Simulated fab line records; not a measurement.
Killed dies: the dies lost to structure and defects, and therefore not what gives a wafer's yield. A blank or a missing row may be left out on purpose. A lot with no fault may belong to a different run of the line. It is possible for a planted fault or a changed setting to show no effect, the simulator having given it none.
Which tool did it?	flow nandHarc	Sampling: 10 lots, 30 wafers, 7 of 1302 route steps

WHAT THE GAUGES SHOWED, per wafer
NHARC_P_STI_INSPECT_25. Usual: 217 for rawDefectCount, sd 76.
lot	measured	on	rawDefectCount	flag
L798	day 4 17:14	defectInspect-01	128 333 248	
L802	day 6 12:08	defectInspect-02	219 208 178	
L804	day 7 04:20	defectInspect-01	301 377 322	
L807	day 8 13:50	defectInspect-01	149 184 364	
L808	day 8 21:46	defectInspect-02	131 181 171	
L810	day 10 03:52	defectInspect-02	235 304 454	
L811	day 10 03:52	defectInspect-02	153 222 149	
L812	day 10 18:39	defectInspect-02	211 242 262	
L817	day 12 18:36	defectInspect-01	297 281 174	
L819	day 13 17:19	defectInspect-01	168 163 163	

NHARC_P_GATE_INSPECT_28. Usual: 6 for rawDefectCount, sd 3.1.
lot	measured	on	rawDefectCount	flag
L798	day 5 17:26	defectInspect-02	6 6 2	
L802	day 7 10:38	defectInspect-01	6 10 5	
L804	day 8 04:23	defectInspect-02	8 10 5	
L807	day 9 12:49	defectInspect-01	12 9 9	
L808	day 9 22:23	defectInspect-02	4 7 7	
L810	day 11 02:37	defectInspect-01	297 289 279	OFF
L811	day 11 02:47	defectInspect-01	279 304 308	OFF
L812	day 11 19:34	defectInspect-01	5 5 3	
L817	day 13 20:50	defectInspect-02	7 10 3	
L819	day 14 18:13	defectInspect-01	10 3 8	

NHARC_P_GATE_INSPECT_68. Usual: 195 for rawDefectCount, sd 73.
lot	measured	on	rawDefectCount	flag
L798	day 6 11:49	defectInspect-01	148 306 243	
L802	day 8 04:52	defectInspect-01	191 144 205	
L804	day 8 22:50	defectInspect-01	219 255 280	
L807	day 10 07:13	defectInspect-02	131 154 275	
L808	day 10 16:46	defectInspect-01	144 175 156	
L810	day 12 00:28	defectInspect-02	547 551 674	OFF
L811	day 12 01:02	defectInspect-02	427 538 462	OFF
L812	day 12 13:54	defectInspect-01	219 149 252	
L817	day 14 15:11	defectInspect-02	251 197 137	
L819	day 15 12:35	defectInspect-02	138 145 158	

NHARC_END_SORT_01. Usual: killedAtArray 52, standard deviation 19; killedAtOther 0.8, standard deviation 1; killedAtPeriphery 3.7, standard deviation 2.5; killedDies 56, standard deviation 19; killedOpen 3.5, standard deviation 2; killedShort 2.2, standard deviation 1.4.
lot	measured	on	killedAtArray	killedAtOther	killedAtPeriphery	killedDies	killedOpen	killedShort	flag
L798	day 24 18:06	prober-01	83 78 76	1 0 1	3 2 4	87 80 81	4 2 6	3 1 1	
L802	day 26 05:13	prober-01	52 52 40	1 0 0	6 4 6	59 56 46	5 4 1	4 2 0	
L804	day 27 06:38	prober-02	43 43 56	1 0 1	3 4 3	47 47 60	6 5 4	2 4 2	
L807	day 28 16:40	prober-02	58 36 54	0 0 1	2 1 4	60 37 59	5 3 5	3 0 2	
L808	day 29 21:13	prober-02	95 87 100	3 0 5	1 2 7	99 89 112	4 5 5	5 3 4	
L810	day 30 09:26	prober-01	35 25 34	0 0 0	40 41 43	75 66 77	6 1 5	3 3 2	OFF
L811	day 30 09:25	prober-02	77 59 48	1 0 0	36 43 39	114 102 87	1 1 3	5 2 1	OFF
L812	day 31 06:19	prober-01	40 34 30	2 0 4	7 2 3	49 36 37	2 0 6	3 2 0	
L817	day 33 11:07	prober-02	49 65 56	0 0 2	3 6 4	52 71 62	1 3 1	2 2 2	
L819	day 34 12:38	prober-02	24 30 19	1 1 1	0 2 7	25 33 27	2 2 5	2 4 2	

EACH LOT AND THE TOOL THAT RAN IT (in order: tool; ch and the chambers of the sampled wafers; start)
lot	NHARC_P_GATE_CVD_17	NHARC_P_GATE_ETCH_114	NHARC_P_GATE_STRIP_101
L798	lpcvdPoly-02 ch 0, day 5 11:55	rieDiel-13 ch 0,2,3, day 6 04:20 or earlier	rieDiel-03 ch 1,2,3, day 6 04:20
L802	lpcvdPoly-02 ch 0, day 7 06:43	rieDiel-03 ch 0,1,3, day 7 21:31 or earlier	rieDiel-02 ch 1,2,3, day 7 21:31
L804	lpcvdPoly-04 ch 0, day 7 22:41	rieDiel-02 ch 0,2,3, day 8 15:22 or earlier	rieDiel-13 ch 0,2,3, day 8 15:22
L807	lpcvdPoly-01 ch 0, day 9 08:46	rieDiel-03 ch 0,1,3, day 9 23:44 or earlier	rieDiel-03 ch 0,1,3, day 9 23:44
L808	lpcvdPoly-01 ch 0, day 9 16:03	rieDiel-02 ch 0,1,3, day 10 09:17 or earlier	rieDiel-03 ch 0,3, day 10 09:17
L810	lpcvdPoly-01 ch 0, day 10 22:31	rieDiel-02 ch 0,2,3, day 11 13:26 or earlier	rieDiel-03 ch 0,2,3, day 11 13:26
L811	lpcvdPoly-01 ch 0, day 10 22:31	rieDiel-13 ch 0,2, day 11 13:44 or earlier	rieDiel-02 ch 0,1,3, day 11 13:44
L812	lpcvdPoly-02 ch 0, day 11 13:06	rieDiel-13 ch 1,2, day 12 06:26 or earlier	rieDiel-02 ch 0,1,2, day 12 06:26
L817	lpcvdPoly-02 ch 0, day 13 13:20	rieDiel-03 ch 1,2,3, day 14 07:50 or earlier	rieDiel-03 ch 0,1,2, day 14 07:50
L819	lpcvdPoly-04 ch 0, day 14 12:30	rieDiel-02 ch 1,2,3, day 15 05:11 or earlier	rieDiel-02 ch 1,2,3, day 15 05:11
- NHARC_P_GATE_CVD_17: deposits poly-Si, target thk 150 nm, time 900 s.
- NHARC_P_GATE_ETCH_114: etches the open film in CF4/O2, target depth 30 nm, overetch 3 nm, time 16.5 s.
- NHARC_P_GATE_STRIP_101: strips in O2, time 20 s.

AS READ BY THE TOOLS THEMSELVES (means over the sampled wafers that have a number; for cases with no such wafer, the mark the record gives instead)
NHARC_P_GATE_CVD_17. Usual: spikeTcBottomC 642 C, standard deviation 3.6; spikeTcUpperC 618.5 C, standard deviation 0.99.
lot	tool	spikeTcBottomC (C)	spikeTcUpperC (C)	flag
L798	lpcvdPoly-02	644	618.5	
L802	lpcvdPoly-02	644	617.7	
L804	lpcvdPoly-04	635	618.5	
L807	lpcvdPoly-01	643	618.7	
L808	lpcvdPoly-01	643	619.1	
L810	lpcvdPoly-01	644	618.9	
L811	lpcvdPoly-01	643	620.5	
L812	lpcvdPoly-02	643	617.7	
L817	lpcvdPoly-02	645	618.1	
L819	lpcvdPoly-04	635	618.4	

NHARC_P_GATE_ETCH_114. Usual: cf4FlowSccm 79.97 sccm, standard deviation 0.23; drypumpMotorCurrentA 5.8 A, standard deviation 0.51; o2FlowSccm 20.00 sccm, standard deviation 0.065; oes_o_777_au 1.000 a.u., standard deviation 0.0049; oesProductAu 0.999 a.u., standard deviation 0.0074; rfVppV 197.8 V, standard deviation 1.5; showerheadPlenumPTorr 1.34 Torr, standard deviation 0.064; throttleValvePct 13.398 %, standard deviation 0.0093.
lot	tool	cf4FlowSccm (sccm)	drypumpMotorCurrentA (A)	o2FlowSccm (sccm)	oes_o_777_au (a.u.)	oesProductAu (a.u.)	rfVppV (V)	showerheadPlenumPTorr (Torr)	throttleValvePct (%)	flag
L798	rieDiel-13	79.96	5.8	20.02	0.997	0.992	197.8	1.31	13.399	
L802	rieDiel-03	79.83	5.3	20.01	1.001	1.001	197.6	1.34	13.403	
L804	rieDiel-02	80.05	5.8	19.96	0.995	1.003	196.9	1.32	13.401	
L807	rieDiel-03	80.27	5.3	20.08	1.002	1.005	198.0	1.34	13.397	
L808	rieDiel-02	79.77	5.9	20.02	1.005	0.989	199.0	1.35	13.398	
L810	rieDiel-02	80.26	5.8	20.10	0.997	1.005	197.0	1.31	13.398	
L811	rieDiel-13	79.66	5.4	20.04	1.002	0.995	196.9	1.29	13.396	
L812	rieDiel-13	79.95	5.5	20.00	1.002	1.006	197.7	1.28	13.391	
L817	rieDiel-03	80.00	5.6	19.99	1.002	1.002	197.9	1.35	13.405	
L819	rieDiel-02	80.01	5.7	20.03	1.009	1.001	197.5	1.33	13.393	

NHARC_P_GATE_STRIP_101. Usual: drypumpMotorCurrentA 5.8 A, standard deviation 0.49; o2FlowSccm 500.0 sccm, standard deviation 1.6; oesProductAu 0.998 a.u., standard deviation 0.0079; rfVppV 57.7 V, standard deviation 0.89; showerheadPlenumPTorr 3.54 Torr, standard deviation 0.16; throttleValvePct 17.037 %, standard deviation 0.0085.
lot	tool	drypumpMotorCurrentA (A)	o2FlowSccm (sccm)	oesProductAu (a.u.)	rfVppV (V)	showerheadPlenumPTorr (Torr)	throttleValvePct (%)	flag
L798	rieDiel-03	5.6	498.3	1.000	58.1	3.57	17.032	
L802	rieDiel-02	5.7	500.9	1.000	57.0	3.52	17.034	
L804	rieDiel-13	5.8	499.8	0.986	58.6	3.46	17.036	
L807	rieDiel-03	5.4	500.3	1.003	57.8	3.53	17.038	
L808	rieDiel-03	5.7	498.3	1.003	57.2	3.40	17.043	
L810	rieDiel-03	6.0	501.3	1.008	57.7	3.53	17.031	
L811	rieDiel-02	5.9	500.7	0.997	58.5	3.57	17.034	
L812	rieDiel-02	6.0	500.2	0.997	57.9	3.62	17.032	
L817	rieDiel-03	5.7	499.5	1.012	58.2	3.66	17.041	
L819	rieDiel-02	5.7	500.9	0.990	58.4	3.52	17.037	

THE ANSWER, worked out from the rows above alone
Rule: a lot counts as off when the mean over its wafers that have a number is more than 3 standard deviations away from the usual mean. Also off: a lot with no number at a reading for which 4 or more lots have one. The other lots that the step has rows for count as sound. Order of review: gauges by route order, followed by the tools' own readings, for which a lot's mean as printed above is used. The first step at which some lot is off is used, and at that step the reading that is off furthest; a lot without a number counts as furthest.
Off at NHARC_P_GATE_INSPECT_28 (rawDefectCount): L810, L811.
A tool fits if, at a process step before that reading, it ran every lot that is off, and no sound lot after the first of them. The gauges at NHARC_P_GATE_INSPECT_28 aren't tried: what is off there is off at NHARC_P_GATE_INSPECT_68 too, on other tools, and a gauge's error can't cause that. One candidate fits, namely lpcvdPoly-01 at NHARC_P_GATE_CVD_17. Its last sound lot is L808 (day 9 16:03), its first lot that is off L810 (day 10 22:31): a fault that began between those two fits.

WHAT THE SIMULATOR HAD PUT IN
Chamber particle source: lpcvdPoly-01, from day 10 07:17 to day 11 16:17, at NHARC_P_GATE_CVD_17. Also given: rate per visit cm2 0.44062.
Struck lots among those shown: L810, L811. Same finding as the rule above.
